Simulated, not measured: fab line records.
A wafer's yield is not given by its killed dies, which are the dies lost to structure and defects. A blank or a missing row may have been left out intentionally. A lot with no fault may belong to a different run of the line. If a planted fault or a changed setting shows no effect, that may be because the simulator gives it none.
fab line records	flow nandHarc
record: lots: 11	wafers: 33	lastDay: 23
route steps=1159 shown A_WL_FILL@829 A_CONTACT@854 END@1159
lots untouched by any fault: they come from a run of this same line in which no faults occurred
startH: hours from the record's first day to the start of the lot's first wafer shown	waitH: how many hours have passed since the lot's step before this one	" identical to the entry in the row above	L1.1+2: one row covering several wafers at once	- no value, or no start was given	* or withheld: withheld	< > ~ a bound
route shown NAME@n: names a module that has steps shown in the file, with the first one's number in the route	usual: mean/standard deviation of fault-free wafers	same: alike in all rows	chamber/n: place in a boat	sites: per-site readings	_std_site: standard deviation of those values	_edge_site: the outer-site mean with the inner-site mean subtracted	radiusMm: how far each site lies from the wafer's centre	mask NAME#n: copy n	behind: the last tool/chamber to shape the wafer	hold: why the lot was held/for how many hours/how that ended	device: names the non-switching transistor (n, p or np)	end of line: tests of these same wafers at the route's end	a step with no rows: only its recipe	killed: count of dies lost to structure and defects at first sort (not the wafer's yield)	map: a wafer's dies, x killed, . not, _ none there
set.NAME: the run value of the setting; set.NAME@STEP: its run value at that earlier step	model.NAME: the simulator's own value behind a step, which no gauge read
one table for each step of the route and one row for each wafer, over a sample of lots
services: from which hour (startH, from the record's first day; less than 0 if before it) a tool's chamber was out of use, for how many hours, and why
== steps ==
step: NHARC_A_WL_FILL_ETCHBACK_26
recipe: targetDepthA: 520	timeS: 13.3	hbrFlowSccm: 150	rfW: 350	icpW: 350	biasW: 60	chemistry: HBr
usual: drypumpMotorCurrentA: 5.9/0.41	oesProductAu: 1.008/0.012	throttleValvePct: 23.266/0.0085
same: timeS: 13.3
lot.wafer	tool	chamber	startH	waitH	drypumpMotorCurrentA	oesProductAu	rfHoursCounterH	throttleValvePct
L433.2	rieSi-03	3	359.75	0.4	5.7	1.024	0.1	23.268
L433.3	"	1	"	"	6.7	1.033	0.1	23.255
L433.5	"	3	"	"	5.7	1.030	-	23.272
L436.3	rieSi-05	2	362.06	0.4	6.2	0.995	0.8	23.276
L436.2	"	1	"	"	6.5	1.009	0.8	23.263
L436.6	"	3	"	"	5.2	0.998	-	23.275
L437.1	rieSi-05	0	373.27	0.4	6.2	0.997	1.0	23.284
L437.3	"	2	"	"	6.2	1.006	0.9	23.268
L437.5	"	3	"	"	5.2	1.002	-	23.271
L438.1	rieSi-05	2	389.75	0.4	6.2	0.998	1.0	23.256
L438.5	"	2	"	"	6.2	0.998	-	23.272
L438.6	"	3	"	"	5.2	0.992	-	23.280
L443.4	rieSi-03	3	400.94	0.4	5.7	1.029	0.4	23.282
L443.3	"	0	"	"	5.6	1.007	0.5	23.278
L443.6	"	2	"	"	6.1	1.004	-	23.261
L441.1	rieSi-03	3	406.97	0.4	5.7	1.032	0.5	23.263
L441.4	"	1	"	"	6.7	1.037	0.4	23.277
L441.5	"	3	"	"	5.7	1.034	-	23.272
L442.1	rieSi-03	1	410.09	0.4	6.7	1.017	0.4	23.256
L442.2	"	2	"	"	6.1	1.010	0.4	23.261
L442.6	"	1	"	"	6.7	1.034	-	23.263
L445.3	rieSi-01	1	425.00	0.4	5.4	1.006	0.8	23.258
L445.2	"	3	"	"	5.9	1.015	0.7	23.251
L445.5	"	2	"	"	6.0	1.013	-	23.266
L444.3	rieSi-03	1	425.00	0.4	6.7	1.016	0.6	23.272
L444.2	"	2	"	"	6.1	0.995	0.6	23.263
L444.6	"	2	"	"	6.1	0.996	-	23.268
L451.3	rieSi-03	0	457.26	0.4	5.6	0.995	0.9	23.278
L451.4	"	1	"	"	6.7	1.044	0.8	23.268
L451.6	"	0	"	"	5.5	1.001	-	23.261
L452.3	rieSi-05	2	464.03	0.4	6.2	1.000	0.3	23.269
L452.1	"	0	"	"	6.2	0.990	0.4	23.258
L452.4	"	1	"	"	6.5	1.000	0.4	23.278
step: NHARC_A_CONTACT_CD_MEAS_42
recipe: targetCdNm: 200	landingEnergyEv: 500
usual: cdNm: 199.6/0.9
lot.wafer	tool	chamber	startH	waitH	cdNm
L433.2	cdSem-02	0	369.45	-	199.0
L433.3	"	0	"	"	198.9
L433.5	"	0	"	"	199.9
L436.2	cdSem-03	0	372.04	-	200.5
L436.3	"	0	"	"	200.9
L436.6	"	0	"	"	201.6
L437.1	cdSem-03	0	384.52	-	199.4
L437.3	"	0	"	"	198.7
L437.5	"	0	"	"	199.8
L438.1	cdSem-03	0	404.38	-	199.4
L438.5	"	0	"	"	199.7
L438.6	"	0	"	"	198.7
L443.3	cdSem-02	0	410.63	-	201.3
L443.4	"	0	"	"	200.9
L443.6	"	0	"	"	200.6
L441.1	cdSem-02	0	423.10	-	200.0
L441.4	"	0	"	"	199.2
L441.5	"	0	"	"	199.4
L442.1	cdSem-01	0	424.84	-	198.4
L442.2	"	0	"	"	199.3
L442.6	"	0	"	"	200.0
L444.2	cdSem-02	0	437.07	-	200.7
L444.3	"	0	"	"	199.9
L444.6	"	0	"	"	198.4
L445.2	cdSem-03	0	437.27	-	198.8
L445.3	"	0	"	"	199.1
L445.5	"	0	"	"	198.1
L451.3	cdSem-01	0	469.33	-	198.5
L451.4	"	0	"	"	198.0
L451.6	"	0	"	"	197.5
L452.1	cdSem-03	0	475.93	-	199.0
L452.3	"	0	"	"	198.3
L452.4	"	0	"	"	199.8
step: NHARC_A_CONTACT_ETCH_48
recipe: targetDepthA: 390	overEtchFrac: 0.3	timeS: 65	ionEnergyEv: 80	cf4FlowSccm: 150	arFlowSccm: 0	rfW: 300	biasW: 100	chemistry: CF4
usual: biasW: 100.0/0.31	cf4FlowSccm: 150.0/0.44	drypumpMotorCurrentA: 5.9/0.63	oesProductAu: 1.000/0.017	rfVppV: 151.4/1.1	showerheadPlenumPTorr: 1.78/0.074	throttleValvePct: 13.284/0.0091	timeS: 65/0
lot.wafer	tool	chamber	startH	waitH	biasW	cf4FlowSccm	drypumpMotorCurrentA	oesProductAu	rfHoursCounterH	rfVppV	showerheadPlenumPTorr	throttleValvePct	timeS
L433.3	rieDiel-13	1	369.73	0.1	100.4	149.4	5.3	1.000	31	152.6	1.83	13.283	65
L433.2	"	2	"	"	99.8	149.4	6.4	1.010	32	151.5	1.65	13.276	65
L433.5	"	0	"	"	100.0	149.3	5.5	1.011	-	152.8	1.88	13.291	65
L436.3	rieDiel-13	1	372.33	0.1	100.2	149.4	5.3	1.018	32	152.0	1.83	13.273	65
L436.2	"	3	"	"	99.6	149.5	6.3	1.023	37	152.3	1.83	13.288	65
L436.6	"	2	"	"	100.1	150.0	6.5	1.008	-	149.7	1.65	13.296	65
L437.3	rieDiel-13	0	384.93	0.2	100.1	149.8	5.5	1.016	42	152.1	1.88	13.286	65
L437.1	"	2	"	"	99.7	149.6	6.4	1.013	37	149.8	1.64	13.282	65
L437.5	"	3	"	"	100.4	149.8	6.3	1.015	-	150.9	1.83	13.284	65
L438.1	rieDiel-11	3	404.66	0.1	99.7	150.3	6.3	1.007	6	151.2	1.73	13.280	65
L438.6	"	1	"	"	100.1	149.7	6.6	0.988	-	153.0	1.78	13.274	65
L438.5	"	2	"	"	100.0	149.7	4.8	0.971	-	149.5	1.72	13.285	65
L443.4	rieDiel-13	1	410.98	0.2	99.8	149.7	5.3	1.000	48	151.9	1.83	13.296	65
L443.3	"	2	"	"	99.9	149.2	6.4	1.013	47	150.7	1.64	13.286	65
L443.6	"	3	"	"	100.3	149.9	6.3	1.019	-	152.7	1.83	13.270	65
L441.1	rieDiel-11	3	423.37	0.1	100.1	150.2	6.3	1.021	9	150.0	1.73	13.292	65
L441.4	"	1	"	"	99.9	150.0	6.6	0.998	9	150.3	1.78	13.303	65
L441.5	"	3	"	"	100.0	149.8	6.3	1.021	-	151.0	1.73	13.276	65
L442.2	rieDiel-11	3	425.11	0.1	99.8	150.4	6.3	1.014	9	152.1	1.73	13.275	65
L442.1	"	1	"	"	99.9	150.0	6.6	1.003	10	152.2	1.78	13.286	65
L442.6	"	3	"	"	99.9	150.2	6.3	1.021	-	152.1	1.73	13.279	65
L444.3	rieDiel-11	3	437.34	0.1	99.7	149.2	6.3	1.025	11	150.4	1.73	13.304	65
L444.2	"	0	"	"	99.6	150.6	5.9	0.989	12	152.1	1.86	13.286	65
L444.6	"	3	"	"	99.8	150.1	6.3	1.011	-	151.4	1.73	13.290	65
L445.2	rieDiel-13	1	437.59	0.1	100.1	149.7	5.3	1.008	58	151.8	1.82	13.272	65
L445.3	"	3	"	"	100.0	149.7	6.3	1.011	62	151.4	1.82	13.278	65
L445.5	"	1	"	"	100.5	149.4	5.3	1.007	-	151.8	1.82	13.286	65
L451.3	rieDiel-11	3	469.59	0.1	-	-	-	-	-	-	-	-	-
L451.4	"	0	"	"	-	-	-	-	-	-	-	-	-
L451.6	"	3	"	"	-	-	-	-	-	-	-	-	-
L452.4	rieDiel-11	1	476.20	0.1	-	-	-	-	-	-	-	-	-
L452.3	"	2	"	"	-	-	-	-	-	-	-	-	-
L452.1	"	3	"	"	-	-	-	-	-	-	-	-	-
step: NHARC_A_CONTACT_ETCH_49
recipe: targetDepthA: 2600	overEtchFrac: 0.3	timeS: 475.3	ionEnergyEv: 200	n2FlowSccm: 150	h2FlowSccm: 150	arFlowSccm: 0	rfW: 400	biasW: 150	chemistry: N2/H2
usual: biasW: 150.0/0.46	chamberPressureMTorr: 30.00/0.03	drypumpMotorCurrentA: 5.9/0.61	n2FlowSccm: 150.0/0.47	oesProductAu: 1.000/0.017	rfVppV: 430.9/2.7	showerheadPlenumPTorr: 2.05/0.095	throttleValvePct: 14.171/0.0089
same: timeS: 475.3
lot.wafer	tool	chamber	startH	waitH	biasW	chamberPressureMTorr	drypumpMotorCurrentA	n2FlowSccm	oesProductAu	rfHoursCounterH	rfVppV	showerheadPlenumPTorr	throttleValvePct
L433.3	rieDiel-13	0	-	-	150.2	30.00	5.5	149.9	1.009	35	433.7	2.18	14.169
L433.2	"	2	"	"	150.8	30.01	6.5	150.4	1.013	32	426.6	1.88	14.180
L433.5	"	3	"	"	149.7	30.00	6.3	150.7	1.013	-	433.0	2.12	14.163
L436.2	rieDiel-13	2	-	-	150.6	30.05	6.4	149.6	1.015	32	426.5	1.88	14.174
L436.3	"	3	"	"	149.9	30.02	6.3	149.7	1.019	37	432.2	2.12	14.181
L436.6	"	3	"	"	149.5	29.97	6.3	149.4	1.012	-	432.4	2.12	14.175
L437.1	rieDiel-13	0	-	-	150.2	29.98	5.5	149.8	1.008	42	435.0	2.18	14.160
L437.3	"	1	"	"	150.2	30.00	5.3	150.1	1.002	37	432.9	2.12	14.171
L437.5	"	0	"	"	150.6	30.01	5.5	149.7	1.006	-	434.9	2.18	14.164
L438.1	rieDiel-11	2	-	-	150.6	30.02	4.8	150.8	0.969	5	428.6	1.97	14.156
L438.5	"	1	"	"	150.5	30.00	6.6	149.3	0.997	-	430.3	2.05	14.173
L438.6	"	2	"	"	149.5	30.01	4.8	150.7	0.976	-	428.7	1.97	14.165
L443.3	rieDiel-13	0	-	-	151.4	30.04	5.5	149.4	1.022	52	434.4	2.18	14.169
L443.4	"	1	"	"	149.5	30.01	5.3	149.6	1.009	48	433.0	2.11	14.170
L443.6	"	3	"	"	150.3	30.03	6.3	150.0	1.013	-	433.3	2.11	14.195
L441.4	rieDiel-11	1	-	-	150.2	30.00	6.6	150.4	0.999	9	431.5	2.05	14.177
L441.1	"	2	"	"	150.4	29.96	4.8	150.5	0.971	9	428.6	1.97	14.176
L441.5	"	1	"	"	150.5	29.95	6.6	149.4	0.994	-	430.4	2.05	14.177
L442.2	rieDiel-11	0	-	-	149.8	30.03	5.9	150.0	0.977	9	434.4	2.16	14.160
L442.1	"	1	"	"	150.0	29.99	6.6	149.8	0.995	10	431.3	2.05	14.169
L442.6	"	1	"	"	150.0	29.99	6.6	149.3	1.000	-	430.2	2.05	14.188
L444.3	rieDiel-11	0	-	-	150.0	30.03	5.9	150.1	0.983	12	432.6	2.16	14.180
L444.2	"	1	"	"	150.3	29.93	6.6	150.5	0.999	12	429.6	2.05	14.158
L444.6	"	3	"	"	150.0	30.05	6.3	150.1	1.023	-	429.5	1.98	14.167
L445.2	rieDiel-13	0	-	-	150.2	29.98	5.5	150.3	1.018	62	433.8	2.17	14.161
L445.3	"	3	"	"	149.6	29.98	6.3	149.9	1.010	62	431.2	2.11	14.181
L445.5	"	0	"	"	149.9	30.03	5.5	151.2	1.010	-	433.8	2.17	14.151
L451.4	rieDiel-11	2	469.72	0.1	149.8	29.99	4.8	150.0	0.969	18	426.5	1.97	14.171
L451.3	"	3	"	"	149.6	30.02	6.3	150.5	1.020	18	430.8	1.98	14.178
L451.6	"	2	"	"	150.5	30.02	4.8	150.6	0.985	-	428.3	1.97	14.161
L452.3	rieDiel-11	3	476.29	0.1	150.0	30.01	6.3	149.9	1.014	20	430.6	1.98	14.171
L452.1	"	1	"	"	150.5	30.01	6.6	150.0	0.988	21	430.3	2.05	14.176
L452.4	"	2	"	"	150.0	30.01	4.8	149.8	0.978	20	428.7	1.97	14.173
step: NHARC_END_SORT_01
recipe: tempC: 25
usual: killedAtArray: 26/9.7	killedAtOther: 1.0/1.2	killedAtPeriphery: 3.9/2.6	killedDies: 31/9.7	killedOpen: 3.2/1.8	killedShort: 2.0/1.3
same: grossDies: 677
lot.wafer	tool	chamber	startH	waitH	killedAtArray	killedAtOther	killedAtPeriphery	killedDies	killedOpen	killedShort
L436.2	prober-02	0	445.86	2.8	9	1	7	17	2	1
L436.3	prober-02	0	446.66	3.1	16	1	7	24	5	3
L436.6	prober-02	0	449.04	4.0	12	0	7	19	4	1
L438.1	prober-01	0	477.79	2.5	30	3	3	36	4	1
L438.5	prober-01	0	481.02	3.7	41	0	2	43	6	2
L438.6	prober-01	0	481.82	4.0	33	1	6	40	2	2
L444.2	prober-02	0	508.42	2.8	12	0	1	13	2	1
L444.3	prober-02	0	509.21	3.1	18	3	4	25	3	3
L444.6	prober-02	0	511.58	4.0	18	2	6	26	3	5
L451.3	prober-02	0	551.65	3.1	670	0	7	677	2	2
L451.4	prober-02	0	552.45	3.4	674	0	3	677	1	1
L451.6	prober-02	0	554.04	4.0	671	0	6	677	5	2
L452.1	prober-01	0	557.66	2.5	677	0	0	677	1	0
L452.3	prober-01	0	559.27	3.1	676	0	1	677	4	3
L452.4	prober-01	0	560.07	3.4	674	3	0	677	2	1
killed by level:class
L436.2 P_ZERO_WELL:chamberFilmFlake=3 A_CHANNEL_HOLE_D1:chamberFilmFlake=3 A_CONTACT:chamberFilmFlake=3 A_WL_FILL:chamberFilmFlake=2 P_CONTACT:geometricParticle:short=1 P_M1:geometricParticle:open=1 P_BONDPAD:geometricParticle:open=1 P_CONTACT:chamberFilmFlake=1
L436.3 P_CONTACT:chamberFilmFlake=4 A_STAIRCASE:chamberFilmFlake=4 A_ZERO_WELL:chamberFilmFlake=3 A_CHANNEL_HOLE_D1:chamberFilmFlake=2 A_CONTACT:chamberFilmFlake=2 P_M0:geometricParticle:open=1 P_M2:geometricParticle:open=1 A_ONON_D1:geometricParticle:open=1
L436.6 A_STAIRCASE:chamberFilmFlake=7 P_ZERO_WELL:chamberFilmFlake=2 P_CONTACT:chamberFilmFlake=2 P_CONTACT:geometricParticle:open=1 P_M0:geometricParticle:open=1 P_M1:geometricParticle:open=1 A_SGD_CUT:geometricParticle:open=1 A_WL_FILL:geometricParticle:short=1
L438.1 A_CHANNEL_HOLE_D1:chamberFilmFlake=12 A_SLIT:chamberFilmFlake=10 THIN_TSV:chamberFilmFlake=3 A_ONON_D1:geometricParticle:open=2 A_M0:geometricParticle:open=2 P_ZERO_WELL:chamberFilmFlake=2 A_CONTACT:chamberFilmFlake=2 A_CONTACT:geometricParticle:short=1
L438.5 A_CHANNEL_HOLE_D1:chamberFilmFlake=23 A_SLIT:chamberFilmFlake=7 A_CONTACT:chamberFilmFlake=4 A_ONON_D1:geometricParticle:open=2 A_M0:geometricParticle:open=2 P_STI:geometricParticle:short=1 A_SOURCE_PLATE:geometricParticle:short=1 A_CHANNEL_HOLE_D1:geometricParticle:open=1
L438.6 A_CHANNEL_HOLE_D1:chamberFilmFlake=11 A_STAIRCASE:chamberFilmFlake=8 A_SLIT:chamberFilmFlake=6 A_CHANNEL_FILL_D1:chamberFilmFlake=3 P_ZERO_WELL:chamberFilmFlake=2 A_ZERO_WELL:chamberFilmFlake=2 P_STI:geometricParticle:short=1 P_CONTACT:geometricParticle:open=1
L444.2 A_CHANNEL_HOLE_D1:chamberFilmFlake=5 A_CONTACT:chamberFilmFlake=3 A_M0:geometricParticle:open=2 A_SOURCE_PLATE:geometricParticle:short=1 P_GATE:chamberFilmFlake=1 A_CHANNEL_FILL_D1:chamberFilmFlake=1
L444.3 A_CHANNEL_HOLE_D1:chamberFilmFlake=6 P_STI:chamberFilmFlake=3 A_STAIRCASE:chamberFilmFlake=3 HYBRID_BOND:chamberFilmFlake=3 A_CHANNEL_FILL_D1:chamberFilmFlake=2 A_CONTACT:chamberFilmFlake=2 P_M0:geometricParticle:open=1 A_CHANNEL_HOLE_D1:geometricParticle:short=1
L444.6 A_CONTACT:chamberFilmFlake=6 A_CHANNEL_HOLE_D1:chamberFilmFlake=4 P_CONTACT:chamberFilmFlake=2 A_CHANNEL_FILL_D1:chamberFilmFlake=2 P_M0:geometricParticle:short=1 P_M0:geometricParticle:open=1 P_M2:geometricParticle:short=1 A_CHANNEL_HOLE_D1:geometricParticle:open=1
L451.3 A_CONTACT:areaEtch=656 P_GATE:chamberFilmFlake=4 A_CONTACT:chamberFilmFlake=4 A_CHANNEL_HOLE_D1:chamberFilmFlake=3 A_STAIRCASE:chamberFilmFlake=2 A_M1:chamberFilmFlake=2 P_CONTACT:geometricParticle:short=1 P_CONTACT:geometricParticle:open=1
L451.4 A_CONTACT:areaEtch=659 A_CONTACT:chamberFilmFlake=7 P_GATE:chamberFilmFlake=3 A_CHANNEL_HOLE_D1:chamberFilmFlake=2 A_STAIRCASE:chamberFilmFlake=2 A_M0:geometricParticle:open=1 A_M0:geometricParticle:short=1 A_CHANNEL_FILL_D1:chamberFilmFlake=1
L451.6 A_CONTACT:areaEtch=651 A_CHANNEL_HOLE_D1:chamberFilmFlake=8 P_GATE:chamberFilmFlake=4 A_STAIRCASE:chamberFilmFlake=4 A_CONTACT:chamberFilmFlake=3 A_CONTACT:geometricParticle:open=2 P_STI:geometricParticle:open=1 P_GATE:geometricParticle:open=1
L452.1 A_CONTACT:areaEtch=645 A_SLIT:chamberFilmFlake=14 A_CONTACT:chamberFilmFlake=5 A_SGD_CUT:chamberFilmFlake=3 A_CHANNEL_HOLE_D1:chamberFilmFlake=2 A_STAIRCASE:chamberFilmFlake=2 A_BLC:chamberFilmFlake=2 A_M1:chamberFilmFlake=2
L452.3 A_CONTACT:areaEtch=635 A_SLIT:chamberFilmFlake=9 A_BLC:chamberFilmFlake=6 A_SGD_CUT:chamberFilmFlake=5 A_CONTACT:chamberFilmFlake=5 A_CHANNEL_HOLE_D1:chamberFilmFlake=3 A_STAIRCASE:chamberFilmFlake=3 A_M1:chamberFilmFlake=3
L452.4 A_CONTACT:areaEtch=627 A_SLIT:chamberFilmFlake=16 A_BLC:chamberFilmFlake=8 A_CHANNEL_HOLE_D1:chamberFilmFlake=7 A_CONTACT:chamberFilmFlake=7 A_M1:chamberFilmFlake=4 A_SGD_CUT:chamberFilmFlake=2 THIN_TSV:chamberFilmFlake=2
== services ==
tool	chamber	startH	hours	kind
rieDiel-11	0	345.91	-	clean
rieDiel-11	1	345.91	-	clean
rieDiel-11	2	345.91	-	clean
rieDiel-11	3	345.91	-	clean
rieDiel-11	0	356.30	4.6	repair
rieDiel-11	-	366.64	9.0	pm
rieDiel-11	0	366.64	9.0	ventCycle
rieDiel-11	1	366.64	9.0	ventCycle
rieDiel-11	2	366.64	9.0	ventCycle
rieDiel-11	3	366.64	9.0	ventCycle
rieDiel-11	0	375.64	-	clean
rieDiel-11	1	375.64	-	clean
rieDiel-11	2	375.64	-	clean
rieDiel-11	3	375.64	-	clean
rieDiel-11	0	400.14	-	clean
rieDiel-11	1	400.14	-	clean
rieDiel-11	2	400.14	-	clean
rieDiel-11	3	400.14	-	clean
rieSi-05	-	416.00	9.0	pm
rieSi-03	3	427.44	2.6	repair
rieDiel-11	-	432.78	0.4	repair
rieSi-05	-	437.60	0.1	repair
rieDiel-13	-	453.00	9.0	pm
rieSi-01	1	460.59	2.6	repair
== key ==
firstSign: step: NHARC_A_CONTACT_ETCH_48	reading: toolRecord	direction: missing
effect: step: NHARC_END_SORT_01	reading: killedAtArray	direction: up	sigmas: 67	usual: 26	struck: 674
moreKillsBornAt: NHARC_A_CONTACT_ETCH_48@rieDiel-11: 3872
metAt NHARC_A_CONTACT_ETCH_48
struckLots L451,L452
laterRowsLeftOut L451.3,L451.4,L451.6,L452.1,L452.3,L452.4
testerLeftOut L451,L452
notActingAt NHARC_A_WL_FILL_ETCHBACK_26,NHARC_A_CONTACT_CD_MEAS_42,NHARC_A_CONTACT_ETCH_49
onsetBetween 437.34 469.59
fault: kind: skippedStepWhole	tool: rieDiel-11	chamber: -	onsetH: 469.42	steps: NHARC_A_CONTACT_ETCH_48	scope: struckLotsOnly
testerLeftOut: of these lots the tester's yield and bins aren't shown, on N5 and GAA mostly nor the transistor test; their killed dies are dies lost to structure and defects alone, not to doping, threshold or leakage, so they don't give the yield
laterRowsLeftOut: the simulator's readings of these wafers behind a module that went badly wrong aren't trusted and aren't shown, but for the sort
